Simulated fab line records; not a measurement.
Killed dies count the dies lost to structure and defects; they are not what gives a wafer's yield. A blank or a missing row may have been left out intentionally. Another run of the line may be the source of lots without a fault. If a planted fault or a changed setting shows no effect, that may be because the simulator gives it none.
Which tool is to blame? + flow nand_harc + Sampling: 24 lots, 72 wafers, 6 of 1302 route steps

== WHAT THE GAUGES SHOWED, per wafer ==
NHARC_P_M0_CD_MEAS_16. Usual: cd_nm 90.0 nm, standard deviation 0.91.
| lot  | measured     | on        | cd_nm (nm)     | flag |
|------|--------------|-----------|----------------|------|
| L074 | day 6 03:07  | cd_sem-02 | 90.2 90.5 90.4 |      |
| L075 | day 6 09:42  | cd_sem-03 | 90.3 88.4 89.2 |      |
| L076 | day 6 18:50  | cd_sem-01 | 89.6 89.8 90.8 |      |
| L077 | day 7 08:24  | cd_sem-01 | 90.1 89.0 88.6 |      |
| L078 | day 7 16:20  | cd_sem-02 | 90.0 89.5 88.8 |      |
| L079 | day 8 07:08  | cd_sem-03 | 89.6 91.5 90.7 |      |
| L080 | day 8 17:41  | cd_sem-01 | 88.0 89.0 89.0 |      |
| L081 | day 8 21:04  | cd_sem-01 | 90.9 90.7 90.3 |      |
| L082 | day 9 20:25  | cd_sem-01 | 89.8 89.7 90.4 |      |
| L083 | day 10 00:26 | cd_sem-02 | 89.4 90.0 89.5 |      |
| L084 | day 10 08:54 | cd_sem-01 | 91.6 89.3 89.9 |      |
| L085 | day 10 13:23 | cd_sem-03 | 88.9 89.8 88.0 |      |
| L086 | day 10 22:11 | cd_sem-01 | 90.6 91.8 91.1 |      |
| L087 | day 12 02:34 | cd_sem-02 | 89.8 90.0 90.3 |      |
| L089 | day 12 02:50 | cd_sem-03 | 90.4 92.0 90.6 |      |
| L088 | day 12 03:39 | cd_sem-02 | 89.6 89.6 91.8 |      |
| L090 | day 12 18:20 | cd_sem-03 | 89.9 89.9 89.8 |      |
| L091 | day 13 03:16 | cd_sem-01 | 90.7 91.6 90.4 |      |
| L092 | day 13 22:54 | cd_sem-01 | 89.0 89.0 89.2 |      |
| L093 | day 14 02:26 | cd_sem-02 | 89.8 89.9 90.6 |      |
| L094 | day 14 08:31 | cd_sem-03 | 89.4 89.6 90.6 |      |
| L095 | day 15 01:58 | cd_sem-02 | 90.4 90.8 91.7 |      |
| L096 | day 15 02:07 | cd_sem-01 | 89.6 90.7 89.6 |      |
| L097 | day 15 17:52 | cd_sem-01 | 88.8 88.9 89.1 |      |

NHARC_P_M1_CD_MEAS_09: target cd 130 nm. Usual: cd_nm 129.6 nm, standard deviation 0.58.
| lot  | measured     | on        | cd_nm (nm)        | flag |
|------|--------------|-----------|-------------------|------|
| L074 | day 6 06:42  | cd_sem-02 | 129.6 129.6 129.2 |      |
| L075 | day 6 13:16  | cd_sem-03 | 130.4 130.2 129.7 |      |
| L076 | day 6 22:23  | cd_sem-01 | 130.5 129.4 129.9 |      |
| L077 | day 7 12:08  | cd_sem-03 | 129.6 129.5 129.7 |      |
| L078 | day 7 19:55  | cd_sem-03 | 130.2 130.4 130.6 |      |
| L079 | day 8 10:35  | cd_sem-02 | 129.8 129.7 128.9 |      |
| L080 | day 8 21:28  | cd_sem-03 | 130.5 131.0 130.1 |      |
| L081 | day 9 00:38  | cd_sem-01 | 128.2 129.2 128.5 |      |
| L082 | day 10 00:05 | cd_sem-01 | 129.5 129.3 130.4 |      |
| L083 | day 10 04:04 | cd_sem-03 | 129.1 129.9 129.4 |      |
| L084 | day 10 12:36 | cd_sem-01 | 128.8 129.8 128.9 |      |
| L085 | day 10 16:55 | cd_sem-01 | 129.1 129.5 129.1 |      |
| L086 | day 11 01:45 | cd_sem-03 | 129.0 129.2 128.9 |      |
| L087 | day 12 06:08 | cd_sem-03 | 129.6 129.7 130.5 |      |
| L089 | day 12 06:30 | cd_sem-01 | 130.3 130.4 130.2 |      |
| L088 | day 12 07:07 | cd_sem-03 | 130.0 129.6 129.1 |      |
| L090 | day 12 21:49 | cd_sem-01 | 129.4 130.3 130.4 |      |
| L091 | day 13 07:14 | cd_sem-01 | 129.9 130.1 130.6 |      |
| L092 | day 14 02:29 | cd_sem-01 | 130.6 130.1 131.1 |      |
| L093 | day 14 06:01 | cd_sem-01 | 129.1 129.6 129.6 |      |
| L094 | day 14 12:04 | cd_sem-02 | 129.5 129.5 129.3 |      |
| L095 | day 15 05:34 | cd_sem-02 | 130.2 129.2 129.7 |      |
| L096 | day 15 06:08 | cd_sem-01 | 129.1 128.6 128.4 |      |
| L097 | day 15 21:32 | cd_sem-02 | 129.3 129.2 129.1 |      |

== TOOL THAT RAN EACH LOT (tool first, then ch and the chambers of the sampled wafers, then the start) ==
| lot  | NHARC_P_GATE_RTA_64              | NHARC_P_GATE_DEGAS_109       | NHARC_P_GATE_RTA_80              | NHARC_P_M0_PVD_20                       |
|------|----------------------------------|------------------------------|----------------------------------|-----------------------------------------|
| L074 | rtp_anneal-02 ch 0, day 5 19:11  | pvd_sputter-01, day 5 19:27  | rtp_anneal-02 ch 0, day 5 19:48  | pvd_sputter-02, day 6 06:42 or earlier  |
| L075 | rtp_anneal-01 ch 0, day 6 02:04  | pvd_sputter-03, day 6 02:19  | rtp_anneal-02 ch 0, day 6 02:40  | pvd_sputter-02, day 6 13:16 or earlier  |
| L076 | rtp_anneal-02 ch 0, day 6 11:23  | pvd_sputter-01, day 6 11:40  | rtp_anneal-01 ch 0, day 6 12:00  | pvd_sputter-02, day 6 22:23 or earlier  |
| L077 | rtp_anneal-02 ch 0, day 7 00:56  | pvd_sputter-02, day 7 01:16  | rtp_anneal-02 ch 0, day 7 01:34  | pvd_sputter-03, day 7 12:08 or earlier  |
| L078 | rtp_anneal-01 ch 0, day 7 08:40  | pvd_sputter-02, day 7 08:58  | rtp_anneal-02 ch 0, day 7 09:16  | pvd_sputter-03, day 7 19:55 or earlier  |
| L079 | rtp_anneal-02 ch 0, day 7 23:31  | pvd_sputter-02, day 7 23:47  | rtp_anneal-01 ch 0, day 8 00:07  | pvd_sputter-02, day 8 10:35 or earlier  |
| L080 | rtp_anneal-01 ch 0, day 8 08:58  | pvd_sputter-01, day 8 09:16  | rtp_anneal-01 ch 0, day 8 09:34  | pvd_sputter-02, day 8 21:28 or earlier  |
| L081 | rtp_anneal-02 ch 0, day 8 13:09  | pvd_sputter-01, day 8 13:28  | rtp_anneal-01 ch 0, day 8 13:45  | pvd_sputter-02, day 9 00:38 or earlier  |
| L082 | rtp_anneal-02 ch 0, day 9 12:52  | pvd_sputter-01, day 9 13:10  | rtp_anneal-01 ch 0, day 9 13:28  | pvd_sputter-03, day 10 00:05 or earlier |
| L083 | rtp_anneal-01 ch 0, day 9 16:49  | pvd_sputter-03, day 9 17:07  | rtp_anneal-01 ch 0, day 9 17:25  | pvd_sputter-02, day 10 04:04 or earlier |
| L084 | rtp_anneal-02 ch 0, day 10 01:19 | pvd_sputter-01, day 10 01:37 | rtp_anneal-02 ch 0, day 10 02:06 | pvd_sputter-01, day 10 12:36 or earlier |
| L085 | rtp_anneal-02 ch 0, day 10 05:34 | pvd_sputter-03, day 10 05:50 | rtp_anneal-02 ch 0, day 10 06:20 | pvd_sputter-02, day 10 16:55 or earlier |
| L086 | rtp_anneal-02 ch 0, day 10 14:44 | pvd_sputter-02, day 10 15:01 | rtp_anneal-02 ch 0, day 10 15:20 | pvd_sputter-03, day 11 01:45 or earlier |
| L087 | rtp_anneal-01 ch 0, day 11 19:00 | pvd_sputter-01, day 11 19:17 | rtp_anneal-01 ch 0, day 11 19:36 | pvd_sputter-03, day 12 06:08 or earlier |
| L089 | rtp_anneal-01 ch 0, day 11 19:17 | pvd_sputter-02, day 11 19:36 | rtp_anneal-01 ch 0, day 11 19:53 | pvd_sputter-02, day 12 06:30 or earlier |
| L088 | rtp_anneal-02 ch 0, day 11 20:22 | pvd_sputter-03, day 11 20:40 | rtp_anneal-01 ch 0, day 11 20:58 | pvd_sputter-01, day 12 07:07 or earlier |
| L090 | rtp_anneal-02 ch 0, day 12 11:06 | pvd_sputter-03, day 12 11:23 | rtp_anneal-01 ch 0, day 12 11:43 | pvd_sputter-01, day 12 21:49 or earlier |
| L091 | rtp_anneal-01 ch 0, day 12 19:44 | pvd_sputter-03, day 12 20:03 | rtp_anneal-01 ch 0, day 12 20:20 | pvd_sputter-01, day 13 07:14 or earlier |
| L092 | rtp_anneal-02 ch 0, day 13 15:23 | pvd_sputter-02, day 13 15:41 | rtp_anneal-01 ch 0, day 13 15:59 | pvd_sputter-01, day 14 02:29 or earlier |
| L093 | rtp_anneal-01 ch 0, day 13 19:04 | pvd_sputter-01, day 13 19:19 | rtp_anneal-02 ch 0, day 13 19:49 | pvd_sputter-02, day 14 06:01 or earlier |
| L094 | rtp_anneal-02 ch 0, day 14 00:57 | pvd_sputter-01, day 14 01:13 | rtp_anneal-01 ch 0, day 14 01:33 | pvd_sputter-03, day 14 12:04 or earlier |
| L095 | rtp_anneal-02 ch 0, day 14 17:56 | pvd_sputter-03, day 14 18:11 | rtp_anneal-01 ch 0, day 14 18:32 | pvd_sputter-02, day 15 05:34 or earlier |
| L096 | rtp_anneal-01 ch 0, day 14 18:14 | pvd_sputter-02, day 14 18:32 | rtp_anneal-01 ch 0, day 14 18:51 | pvd_sputter-03, day 15 06:08 or earlier |
| L097 | rtp_anneal-02 ch 0, day 15 10:04 | pvd_sputter-01, day 15 10:21 | rtp_anneal-02 ch 0, day 15 10:40 | pvd_sputter-02, day 15 21:32 or earlier |
- NHARC_P_GATE_RTA_64: time 1 s.
- NHARC_P_GATE_DEGAS_109: time 60 s.
- NHARC_P_GATE_RTA_80: time 30 s.
- NHARC_P_M0_PVD_20: deposits TaN, target thk 5 nm, time 8.06 s.

== AS READ BY THE TOOLS THEMSELVES (means over the sampled wafers that have a number; for cases with no such wafer, the mark the record gives instead) ==
NHARC_P_GATE_RTA_64. Usual: lamp_power_pct 31.8 %, standard deviation 1.2; lamp_zone_6_pct 31.7 %, standard deviation 1.2; wafer_temp_C_max 1056.9, standard deviation 1.2.
| lot  | tool          | lamp_power_pct (%) | lamp_zone_6_pct (%) | wafer_temp_C_max | flag |
|------|---------------|--------------------|---------------------|------------------|------|
| L074 | rtp_anneal-02 | 30.8               | 30.8                | 1057.8           |      |
| L075 | rtp_anneal-01 | 33.3               | 33.3                | 1056.3           |      |
| L076 | rtp_anneal-02 | 30.9               | 30.8                | 1056.9           |      |
| L077 | rtp_anneal-02 | 30.8               | 30.8                | 1056.8           |      |
| L078 | rtp_anneal-01 | 33.4               | 33.2                | 1056.8           |      |
| L079 | rtp_anneal-02 | 30.8               | 30.7                | 1056.6           |      |
| L080 | rtp_anneal-01 | 33.3               | 33.3                | 1056.3           |      |
| L081 | rtp_anneal-02 | 30.8               | 30.8                | 1057.5           |      |
| L082 | rtp_anneal-02 | 30.8               | 30.8                | 1057.5           |      |
| L083 | rtp_anneal-01 | 33.3               | 33.3                | 1055.6           |      |
| L084 | rtp_anneal-02 | 30.8               | 30.8                | 1056.4           |      |
| L085 | rtp_anneal-02 | 30.8               | 30.8                | 1057.2           |      |
| L086 | rtp_anneal-02 | 30.8               | 30.8                | 1057.1           |      |
| L087 | rtp_anneal-01 | 33.3               | 33.3                | 1056.2           |      |
| L089 | rtp_anneal-01 | 33.3               | 33.3                | 1057.6           |      |
| L088 | rtp_anneal-02 | 30.8               | 30.8                | 1056.8           |      |
| L090 | rtp_anneal-02 | 30.8               | 30.8                | 1057.3           |      |
| L091 | rtp_anneal-01 | 33.3               | 33.3                | 1056.0           |      |
| L092 | rtp_anneal-02 | 30.8               | 30.8                | 1057.6           |      |
| L093 | rtp_anneal-01 | 33.3               | 33.3                | 1055.6           |      |
| L094 | rtp_anneal-02 | 30.8               | 30.8                | 1056.0           |      |
| L095 | rtp_anneal-02 | 30.8               | 30.8                | 1057.1           |      |
| L096 | rtp_anneal-01 | 33.3               | 33.3                | 1057.6           |      |
| L097 | rtp_anneal-02 | 30.8               | 30.8                | 1056.9           |      |

NHARC_P_GATE_DEGAS_109. Usual: heater_power_w 457 W, standard deviation 49.
| lot  | tool           | heater_power_w (W) | flag |
|------|----------------|--------------------|------|
| L074 | pvd_sputter-01 | 472                |      |
| L075 | pvd_sputter-03 | 431                |      |
| L076 | pvd_sputter-01 | 442                |      |
| L077 | pvd_sputter-02 | 484                |      |
| L078 | pvd_sputter-02 | 501                |      |
| L079 | pvd_sputter-02 | 519                |      |
| L080 | pvd_sputter-01 | 421                |      |
| L081 | pvd_sputter-01 | 453                |      |
| L082 | pvd_sputter-01 | 471                |      |
| L083 | pvd_sputter-03 | 427                |      |
| L084 | pvd_sputter-01 | 454                |      |
| L085 | pvd_sputter-03 | 432                |      |
| L086 | pvd_sputter-02 | 470                |      |
| L087 | pvd_sputter-01 | 423                |      |
| L089 | pvd_sputter-02 | 468                |      |
| L088 | pvd_sputter-03 | 471                |      |
| L090 | pvd_sputter-03 | 457                |      |
| L091 | pvd_sputter-03 | 416                |      |
| L092 | pvd_sputter-02 | 466                |      |
| L093 | pvd_sputter-01 | 454                |      |
| L094 | pvd_sputter-01 | 456                |      |
| L095 | pvd_sputter-03 | 471                |      |
| L096 | pvd_sputter-02 | 481                |      |
| L097 | pvd_sputter-01 | 463                |      |

NHARC_P_GATE_RTA_80. Usual: wafer_temp_C_max 302.0, standard deviation 0.43.
| lot  | tool          | wafer_temp_C_max | flag |
|------|---------------|------------------|------|
| L074 | rtp_anneal-02 | 302.5            |      |
| L075 | rtp_anneal-02 | 302.2            |      |
| L076 | rtp_anneal-01 | 301.7            |      |
| L077 | rtp_anneal-02 | 302.4            |      |
| L078 | rtp_anneal-02 | 302.2            |      |
| L079 | rtp_anneal-01 | 302.0            |      |
| L080 | rtp_anneal-01 | 301.5            |      |
| L081 | rtp_anneal-01 | 301.9            |      |
| L082 | rtp_anneal-01 | 301.8            |      |
| L083 | rtp_anneal-01 | 302.0            |      |
| L084 | rtp_anneal-02 | 302.1            |      |
| L085 | rtp_anneal-02 | 301.9            |      |
| L086 | rtp_anneal-02 | 302.0            |      |
| L087 | rtp_anneal-01 | 301.8            |      |
| L089 | rtp_anneal-01 | 302.1            |      |
| L088 | rtp_anneal-01 | 301.7            |      |
| L090 | rtp_anneal-01 | 302.0            |      |
| L091 | rtp_anneal-01 | 302.2            |      |
| L092 | rtp_anneal-01 | 302.1            |      |
| L093 | rtp_anneal-02 | 301.9            |      |
| L094 | rtp_anneal-01 | 302.1            |      |
| L095 | rtp_anneal-01 | 301.7            |      |
| L096 | rtp_anneal-01 | 302.3            |      |
| L097 | rtp_anneal-02 | 301.8            |      |

NHARC_P_M0_PVD_20. Usual: throttle_valve_pct 30.3 %, standard deviation 1.6.
| lot  | tool           | throttle_valve_pct (%) | flag |
|------|----------------|------------------------|------|
| L074 | pvd_sputter-02 | 29.8                   |      |
| L075 | pvd_sputter-02 | 29.7                   |      |
| L076 | pvd_sputter-02 | 29.0                   |      |
| L077 | pvd_sputter-03 | 30.7                   |      |
| L078 | pvd_sputter-03 | 31.0                   |      |
| L079 | pvd_sputter-02 | 29.0                   |      |
| L080 | pvd_sputter-02 | 30.7                   |      |
| L081 | pvd_sputter-02 | 28.0                   |      |
| L082 | pvd_sputter-03 | 30.4                   |      |
| L083 | pvd_sputter-02 | 29.6                   |      |
| L084 | pvd_sputter-01 | 30.8                   |      |
| L085 | pvd_sputter-02 | 30.8                   |      |
| L086 | pvd_sputter-03 | 30.5                   |      |
| L087 | pvd_sputter-03 | 31.2                   |      |
| L089 | pvd_sputter-02 | 29.9                   |      |
| L088 | pvd_sputter-01 | 30.0                   |      |
| L090 | pvd_sputter-01 | 30.1                   |      |
| L091 | pvd_sputter-01 | 31.6                   |      |
| L092 | pvd_sputter-01 | 30.1                   |      |
| L093 | pvd_sputter-02 | 31.4                   |      |
| L094 | pvd_sputter-03 | 30.7                   |      |
| L095 | pvd_sputter-02 | 30.4                   |      |
| L096 | pvd_sputter-03 | 31.2                   |      |
| L097 | pvd_sputter-02 | 29.1                   |      |

== THE ANSWER, worked out from the rows above alone ==
Rule: a lot is off if the mean of its wafers that have a number lies more than 3 standard deviations from the usual mean. Also off: a lot with no number at a reading for which 4 or more lots have one. Any other lot the step has rows for is counted as sound. First the gauges in route order, then the tools' own readings, where a lot's mean is used as printed above. At the first step where some lot is off, the reading lying furthest off is the one used; lots without a number count as furthest.
Nothing can be told from this: no lot is off at any reading shown.

== WHAT HAD BEEN PUT IN BY THE SIMULATOR ==
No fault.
